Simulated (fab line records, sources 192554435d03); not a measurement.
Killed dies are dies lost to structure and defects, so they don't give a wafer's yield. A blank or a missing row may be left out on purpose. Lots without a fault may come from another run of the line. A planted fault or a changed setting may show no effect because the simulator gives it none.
fab line records | flow n5_finfet
record lots=6 wafers=18 last_day=17
route steps=1938 shown BEOL_M9@1419 PASSIVATION@1936
lots that met no fault: from a run of the same line without faults
start_h: hours from the record's first day to the start of the lot's first wafer shown | wait_h: hours since the lot's step before | " the same as in the row above | L1.1+2: a row that stands for several wafers | - no value, or no start given | * or withheld: withheld | < > ~ a bound
route shown NAME@n: a module of which the file shows steps, and the number in the route of the first | usual: mean/standard deviation of fault-free wafers | same: alike in all rows | chamber/n: place in a boat | sites: the reading at each site | _std_site: their standard deviation | _edge_site: outer sites' mean less inner sites' | radius_mm: how far each site lies from the wafer's centre | mask NAME#n: copy n | behind: the tool/chamber that last shaped the wafer | hold: why the lot was held/for how many hours/how that ended | device: the transistor (n, p or np) that didn't switch | end of line: the same wafers' tests at the end of the route | a step without rows: its recipe alone | killed: dies lost to structure and defects at the first sort, not the wafer's yield | map: a wafer's dies, x killed, . not, _ none there
set.NAME: the setting as run; set.NAME@STEP: as run at that earlier step | model.NAME: the simulator's own value behind a step, which no gauge read
lots at some steps of the route; a table a step, a row a wafer
services: from which hour (start_h, from the record's first day; less than 0 if before it) a tool's chamber was out of use, for how many hours, and why
## steps
# step N5_BEOL_M9_ETCH_62
# recipe chemistry=N2/H2 target=SOC target_depth_a=1100 overetch_a=220 mask_material=SiARC temp_c=40 time_s=165 ion_energy_ev=200 pressure_mtorr=30 source_w=840 bias_w=150 n2_flow_sccm=200 h2_flow_sccm=200
# usual drypump_motor_current_A=5.6/0.43 oes_product_au=0.68/0.078 rf_vpp_V=522.7/2.4 showerhead_plenum_p_Torr=2.51/0.085 throttle_valve_pct=17.69/0.21
# columns lot.wafer tool chamber start_h wait_h drypump_motor_current_A oes_product_au rf_hours_counter_h rf_vpp_V showerhead_plenum_p_Torr throttle_valve_pct
L265.1 rie_diel-03 0 202.26 0.0 6.0 0.58 244 522.6 2.49 17.60
L265.2 " 1 " " 6.3 0.59 247 525.9 2.60 18.24
L265.5 " 3 " " 5.7 0.58 - 523.2 2.52 18.09
L264.1 rie_diel-03 2 220.33 0.0 5.0 0.77 16 525.8 2.61 17.46
L264.3 " 3 " " 5.7 0.57 249 522.8 2.52 18.09
L264.4 " 0 " " 6.0 0.57 - 522.2 2.49 17.63
L277.2 rie_diel-03 3 298.76 0.0 5.7 0.80 5 521.9 2.51 17.75
L277.3 " 2 " " 5.0 0.72 47 523.2 2.59 17.52
L277.6 " 3 " " 5.7 0.79 - 522.9 2.51 17.76
L280.1 rie_diel-03 0 312.09 0.0 6.0 0.78 16 522.5 2.48 17.25
L280.3 " 3 " " 5.7 0.78 9 521.2 2.51 17.75
L280.6 " 2 " " 5.1 0.72 - 525.3 2.59 17.54
L281.1 rie_diel-01 1 315.74 0.0 5.8 0.67 115 520.5 2.47 17.65
L281.3 " 0 " " 4.9 0.73 44 523.2 2.50 17.58
L281.4 " 2 " " 5.2 0.63 179 522.0 2.42 17.77
L282.1 rie_diel-04 0 329.82 0.0 5.8 0.76 18 523.7 2.49 17.84
L282.2 " 1 " " 5.7 0.61 185 517.2 2.32 17.61
L282.3 " 2 " " 6.2 0.69 94 525.1 2.56 17.40
# step N5_BEOL_M9_STRIP_68
# recipe chemistry=N2/H2 temp_c=40 n2_flow_sccm=200 h2_flow_sccm=200 rf_frequency_hz=6e+07
# step N5_BEOL_M9_STRIP_67
# recipe chemistry=CF4 resist=SiARC power_w=300 bias_power_w=75 pressure_mtorr=50 cf4_flow_sccm=150 rf_frequency_hz=6e+07
# usual bias_power_w=74.98/0.23 drypump_motor_current_A=5.6/0.43 oes_product_au=0.80/0.092 rf_vpp_V=270.6/1.6 showerhead_plenum_p_Torr=1.77/0.057 throttle_valve_pct=13.45/0.22
# columns lot.wafer tool chamber start_h wait_h bias_power_w drypump_motor_current_A oes_product_au rf_hours_counter_h rf_vpp_V showerhead_plenum_p_Torr throttle_valve_pct
L265.1 rie_diel-03 0 202.41 0.0 74.54 6.0 0.68 244 271.7 1.76 13.52
L265.2 " 1 " " 75.01 6.3 0.69 247 273.3 1.83 14.02
L265.5 " 3 " " 75.23 5.7 0.69 - 269.7 1.78 13.86
L264.1 rie_diel-03 2 220.47 0.0 74.74 5.0 0.91 16 271.3 1.84 13.25
L264.3 " 3 " " 74.83 5.7 0.68 249 270.9 1.78 13.91
L264.4 " 0 " " 74.90 6.0 0.67 - 271.8 1.76 13.53
L277.2 rie_diel-03 3 298.90 0.0 75.14 5.7 0.94 6 269.2 1.77 13.36
L277.3 " 2 " " 75.05 5.1 0.86 47 271.4 1.83 13.33
L277.6 " 3 " " 74.91 5.7 0.94 - 272.2 1.77 13.35
L280.1 rie_diel-03 0 312.24 0.0 74.94 6.0 0.92 16 269.1 1.75 13.04
L280.3 " 3 " " 74.91 5.7 0.93 9 268.6 1.77 13.36
L280.6 " 2 " " 75.22 5.1 0.85 - 271.8 1.83 13.33
L281.1 rie_diel-01 1 315.88 0.0 75.01 5.8 0.81 116 269.0 1.74 13.39
L281.3 " 0 " " 75.22 4.9 0.87 44 271.4 1.75 13.17
L281.4 " 2 " " 74.94 5.2 0.75 179 269.2 1.72 13.63
L282.1 rie_diel-04 0 329.97 0.0 75.38 5.8 0.90 18 268.8 1.76 13.43
L282.2 " 1 " " 75.08 5.7 0.73 186 268.0 1.64 13.47
L282.3 " 2 " " 74.91 6.2 0.82 94 272.8 1.80 13.17
# step N5_BEOL_M9_HM_OPEN_17
# recipe chemistry=Cl2/BCl3 target_depth_a=200 overetch_a=60 target=TiN mask_material=SOC ion_energy_ev=150 pressure_mtorr=10 icp_w=1000 bias_w=126 Cl2_flow_sccm=53.25 bcl3_flow_sccm=21.75 Ar_flow_sccm=25
# usual drypump_motor_current_A=5.7/0.73 mfc_cl2_sccm=53.25/0.15 oes_product_au=0.69/0.098 throttle_valve_pct=22.11/0.29
# columns lot.wafer tool chamber start_h wait_h drypump_motor_current_A mfc_cl2_sccm oes_product_au rf_hours_counter_h throttle_valve_pct
L265.1 rie_metal-02 1 202.45 0.0 5.1 53.34 0.78 6 21.75
L265.2 " 0 " " 5.5 53.26 0.51 128 21.96
L265.5 " 0 " " 5.5 53.48 0.51 - 21.96
L264.1 rie_metal-01 0 220.51 0.0 5.0 53.29 0.54 126 22.49
L264.3 " 0 " " 5.1 53.26 0.54 - 22.48
L264.4 " 1 " " 6.5 53.32 0.67 - 22.35
L277.2 rie_metal-03 0 298.94 0.0 5.0 53.35 0.80 3 21.71
L277.3 " 1 " " 6.8 53.41 0.64 - 22.10
L277.6 " 1 " " 6.8 53.26 0.64 - 22.09
L280.1 rie_metal-03 1 312.28 0.0 6.8 53.08 0.63 57 22.13
L280.3 " 1 " " 6.8 53.38 0.65 - 22.09
L280.6 " 1 " " 6.8 53.29 0.64 - 22.08
L281.1 rie_metal-03 1 315.92 0.0 6.8 53.13 0.64 57 22.09
L281.3 " 0 " " 5.0 53.40 0.79 - 21.71
L281.4 " 1 " " 6.8 52.98 0.65 - 22.11
L282.1 rie_metal-03 1 330.01 0.0 6.8 53.38 0.63 59 22.09
L282.2 " 0 " " 5.0 53.31 0.78 5 21.71
L282.3 " 1 " " 6.8 53.31 0.64 - 22.11
# step N5_BEOL_M9_STRIP_19
# recipe chemistry=O2 power_w=400 temp_c=40 pressure_mtorr=30 rf_frequency_hz=6e+07 bias_power_w=0 overash_fraction=0.2 o2_flow_sccm=225
# usual drypump_motor_current_A=5.6/0.45 oes_product_au=0.82/0.094 rf_vpp_V=3.6/0.57 showerhead_plenum_p_Torr=2.06/0.069 throttle_valve_pct=16.48/0.21
# same bias_power_w=0
# columns lot.wafer tool chamber start_h wait_h drypump_motor_current_A oes_product_au rf_hours_counter_h rf_vpp_V showerhead_plenum_p_Torr throttle_valve_pct
L265.1 rie_diel-04 1 202.56 0.1 5.7 0.76 146 3.2 1.93 16.51
L265.2 " 0 " " 5.8 0.68 247 3.4 2.05 16.94
L265.5 " 0 " " 5.8 0.68 - 3.9 2.05 16.94
L264.1 rie_diel-01 2 220.71 0.2 5.2 0.76 145 3.0 2.02 16.64
L264.3 " 3 " " 5.6 0.74 164 3.2 2.17 16.47
L264.4 " 0 " " 4.9 0.90 18 4.0 2.06 16.29
L277.2 rie_diel-03 2 299.08 0.1 5.1 0.86 47 4.6 2.11 16.27
L277.3 " 3 " " 5.7 0.93 6 3.7 2.06 16.45
L277.6 " 2 " " 5.1 0.86 - 2.9 2.11 16.28
L280.1 rie_diel-04 1 312.44 0.1 5.7 0.73 181 4.1 1.92 16.57
L280.3 " 0 " " 5.8 0.92 14 3.6 2.05 16.52
L280.6 " 3 " " 5.2 0.66 - 2.9 1.98 16.65
L281.1 rie_diel-04 3 316.04 0.1 5.2 0.66 245 3.6 1.98 16.65
L281.3 " 2 " " 6.2 0.82 89 5.0 2.11 16.26
L281.4 " 1 " " 5.7 0.72 182 3.3 1.92 16.55
L282.1 rie_diel-01 3 330.12 0.1 5.6 0.71 200 3.2 2.16 16.54
L282.2 " 1 " " 5.8 0.80 119 3.8 2.02 16.43
L282.3 " 2 " " 5.2 0.73 183 2.8 2.01 16.71
# step N5_BEOL_M9_CD_MEAS_18
# recipe pitch_nm=140 target_cd_nm=70
# usual cd_nm=70.0/0.67
# columns lot.wafer tool chamber start_h wait_h cd_nm
L265.1 cd_sem-03 - 202.63 0.0 70.1
L265.2 " - " " 69.6
L265.5 " - " " 69.9
L264.1 cd_sem-01 - 220.78 0.0 70.7
L264.3 " - " " 69.8
L264.4 " - " " 71.0
L277.2 cd_sem-03 - 299.15 0.1 69.5
L277.3 " - " " 69.7
L277.6 " - " " 69.7
L280.1 cd_sem-01 - 312.51 0.0 69.2
L280.3 " - " " 69.6
L280.6 " - " " 70.0
L281.1 cd_sem-01 - 316.11 0.0 70.3
L281.3 " - " " 68.8
L281.4 " - " " 69.7
L282.1 cd_sem-01 - 330.19 0.0 70.7
L282.2 " - " " 69.7
L282.3 " - " " 70.7
# step N5_BEOL_M9_COAT_63
# recipe resist=SOC temp_c=250 time_s=60 spin_rpm=1500 resist_thk_nm=60
# step N5_BEOL_M9_COAT_64
# recipe resist=SiARC temp_c=220 time_s=60 spin_rpm=1500 resist_thk_nm=12
# step N5_BEOL_M9_COAT_75
# recipe resist=underlayer temp_c=205 time_s=60 spin_rpm=1500 resist_thk_nm=5
# step N5_BEOL_M9_COAT_22
# recipe resist=CAR-EUV spin_rpm=1500 resist_thk_nm=30
# step N5_BEOL_M9_EBR_24
# recipe solvent=PGMEA ebr_width_mm=1.5
# step N5_BEOL_M9_SOFTBAKE_23
# recipe temp_c=110 time_s=60 resist=CAR-EUV
# step N5_BEOL_M9_EXPOSE_25
# recipe mask_id=V8 na=0.33 source_shape=annular sigma_inner=0.4 sigma_outer=0.8 polarization=unpolarized dose_mj=37.25
# usual exposure_dose_mJ_cm2=37.21/0.037 reticle_temp_C=23.02/0.085
# columns lot.wafer tool chamber start_h wait_h mask exposure_dose_mJ_cm2 reticle_temp_C
L265.1 euv_scanner-02 0 202.94 - V8#0 37.22 22.96
L265.2 " 0 " " V8#0 37.26 23.12
L265.5 " 0 " " V8#0 37.28 22.98
L264.1 euv_scanner-01 0 220.95 - V8#0 37.25 23.06
L264.3 " 0 " " V8#0 37.28 22.96
L264.4 " 0 " " V8#0 37.31 22.95
L277.2 euv_scanner-01 0 299.45 - V8#0 37.20 22.95
L277.3 " 0 " " V8#0 37.21 23.05
L277.6 " 0 " " V8#0 37.24 23.10
L280.1 euv_scanner-02 0 314.09 - V8#0 29.62 22.82
L280.3 " 0 " " V8#0 29.59 23.14
L280.6 " 0 " " V8#0 29.56 22.88
L281.1 euv_scanner-02 0 316.29 - V8#0 31.11 22.94
L281.3 " 0 " " V8#0 31.12 22.99
L281.4 " 0 " " V8#0 31.16 23.01
L282.1 euv_scanner-01 0 330.84 - V8#0 37.19 23.00
L282.2 " 0 " " V8#0 37.21 23.14
L282.3 " 0 " " V8#0 37.21 23.23
# step N5_BEOL_M9_PEB_26
# recipe peb_temp_c=100 peb_time_s=60 resist=CAR-EUV
# step N5_BEOL_M9_DEVELOP_27
# recipe develop_time_s=30 developer=TMAH resist=CAR-EUV rinse_liquid=surfactant_rinse dry=air_spin dev_temp_c=23
# step N5_BEOL_M9_CD_MEAS_28
# recipe target_cd_nm=70 landing_energy_ev=500 detector=se_inlens polarity=opening
# usual cd_nm=69.93/0.24
# columns lot.wafer tool chamber start_h wait_h cd_nm
L265.1 cd_sem-02 0 203.07 - 69.46
L265.2 " 0 " " 70.10
L265.5 " 0 " " 70.07
L264.1 cd_sem-02 0 221.08 - 69.97
L264.3 " 0 " " 69.81
L264.4 " 0 " " 69.15
L277.2 cd_sem-03 0 299.58 - 70.18
L277.3 " 0 " " 70.11
L277.6 " 0 " " 70.13
L280.1 cd_sem-02 0 314.22 - 63.72
L280.3 " 0 " " 63.82
L280.6 " 0 " " 63.69
L281.1 cd_sem-02 0 316.42 - 64.67
L281.3 " 0 " " 64.82
L281.4 " 0 " " 65.07
L282.1 cd_sem-02 0 330.97 - 70.10
L282.2 " 0 " " 70.02
L282.3 " 0 " " 69.94
# step N5_BEOL_M9_OVL_MEAS_29
# recipe points_per_wafer=522
# usual V8_OVL=0.4/0.58
# columns lot.wafer tool chamber start_h wait_h V8_OVL[nm]
L265.1 overlay-01 0 203.10 0.0 0.2
L265.2 " 0 " " -0.5
L265.5 " 0 " " 0.0
L264.1 overlay-01 0 221.11 0.0 0.1
L264.3 " 0 " " 0.4
L264.4 " 0 " " 0.0
L277.2 overlay-01 0 299.61 0.0 0.6
L277.3 " 0 " " 1.0
L277.6 " 0 " " 0.4
L280.1 overlay-01 0 314.25 0.0 0.3
L280.3 " 0 " " 0.2
L280.6 " 0 " " 1.4
L281.1 overlay-02 0 316.45 0.0 1.0
L281.3 " 0 " " 0.5
L281.4 " 0 " " 0.9
L282.1 overlay-01 0 331.00 0.0 -0.2
L282.2 " 0 " " 0.1
L282.3 " 0 " " 0.2
# step N5_PASSIVATION_PROBE_49
# usual defect_limited_yield=91.2/1.6 killed_at_M0_to_M3=34/11 killed_at_M4_up=14/5.7 killed_at_contacts=14/6.6 killed_at_front_end=37/10 killed_at_other=4/3.2 killed_dies=104/19 killed_open=69/13 killed_short=33/8.7 sort_bin_5_function=5.1/1 sort_bin_6_memory=3.3/0.76 sort_n_pass=1076/19 sort_yield_pct=91.2/1.6
# same gross_dies=1180 killed_at_back_side=0 sort_bin_4_leakage[%]=0 sort_bin_8_speed[%]=0
# columns lot.wafer tool chamber start_h wait_h defect_limited_yield[%] killed_at_M0_to_M3 killed_at_M4_up killed_at_contacts killed_at_front_end killed_at_other killed_dies killed_open killed_short sort_bin_5_function[%] sort_bin_6_memory[%] sort_n_pass sort_yield_pct[%]
L280.1 prober-02 - 373.93 0.0 91.0 28 20 12 46 0 106 66 34 5.1 3.6 1074 91.0
L280.3 prober-02 - 374.03 0.1 90.6 25 21 16 48 1 111 84 24 6.3 3.0 1069 90.6
L280.6 prober-02 - 374.18 0.3 91.6 32 15 13 39 0 99 71 25 5.2 3.1 1081 91.6
# killed by level:class
L280.1 FIN_SAQP:geometric_particle:short=14 MOL_CONTACT_COAG:geometric_particle:open=11 FIN_SAQP:geometric_particle:open=10 BEOL_M1:geometric_particle:open=8 BEOL_M0_SAQP:geometric_particle:open=8 BEOL_M0_SAQP:geometric_particle:short=5 BEOL_M9:area_expose=5 STI_FIN_REVEAL:geometric_particle:open=4
L280.3 FIN_SAQP:geometric_particle:open=20 MOL_CONTACT_COAG:geometric_particle:open=14 BEOL_M0_SAQP:geometric_particle:open=10 FIN_SAQP:geometric_particle:short=6 BEOL_M0_SAQP:geometric_particle:short=6 STI_FIN_REVEAL:geometric_particle:open=5 BEOL_M4:geometric_particle:open=5 GATE_CUT:geometric_particle:open=4
L280.6 FIN_SAQP:geometric_particle:open=12 STI_FIN_REVEAL:geometric_particle:open=11 MOL_CONTACT_COAG:geometric_particle:open=10 BEOL_M2:geometric_particle:open=7 BEOL_M0_SAQP:geometric_particle:short=6 BEOL_M0_SAQP:geometric_particle:open=5 BEOL_M0:geometric_particle:open=5 FIN_SAQP:geometric_particle:short=4
## services
# columns tool chamber start_h hours kind
euv_scanner-02 - 183.55 1.0 pm
rie_diel-01 1 186.61 6.5 repair
euv_scanner-02 - 196.39 4.6 pm
rie_diel-04 3 198.65 1.7 repair
euv_scanner-01 - 206.15 12.0 pm
euv_scanner-02 - 215.42 23.4 repair
rie_diel-01 1 218.33 2.2 repair
euv_scanner-01 - 231.27 1.0 pm
rie_diel-04 - 237.68 2.8 pm
euv_scanner-02 - 239.70 1.0 pm
euv_scanner-01 - 247.54 4.7 repair
rie_diel-01 0 254.85 1.3 repair
euv_scanner-01 - 255.63 8.0 pm
rie_diel-01 0 269.55 3.6 repair
euv_scanner-01 - 273.38 1.0 pm
rie_diel-04 - 288.48 2.1 repair
euv_scanner-02 - 295.85 1.0 pm
rie_metal-02 - 298.13 1.4 pm
euv_scanner-01 - 302.27 5.8 pm
rie_metal-02 - 303.05 2.8 pm
rie_diel-01 1 305.80 8.6 repair
euv_scanner-01 - 309.71 3.8 repair
rie_metal-03 0 319.68 5.5 repair
euv_scanner-01 - 329.53 1.0 pm
## key
first_sign step=N5_BEOL_M9_EXPOSE_25 reading=exposure_dose_mJ_cm2 direction=down sigmas=99+ usual=37.21 struck=30.36
effect step=N5_BEOL_M9_CD_MEAS_28 reading=cd_nm direction=down sigmas=24 usual=69.93 struck=64.30 through=control_loop
met_at N5_BEOL_M9_EXPOSE_25
struck_wafers L280.1,L280.3,L280.6,L281.1,L281.3,L281.4
loop_trim step=N5_BEOL_M9_EXPOSE_25 setting=dose lots=L281
onset_between 202.94 314.09
fault kind=process_parameter_drift tool=euv_scanner-02 chamber=- onset_h=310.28 steps=N5_BEOL_M9_EXPOSE_25 channel=dose_mj offset=-7.63 shape=step acts_in=these_recipes_only stated=37.25
# loop_trim: a control loop set the setting to another value than it would have without faults
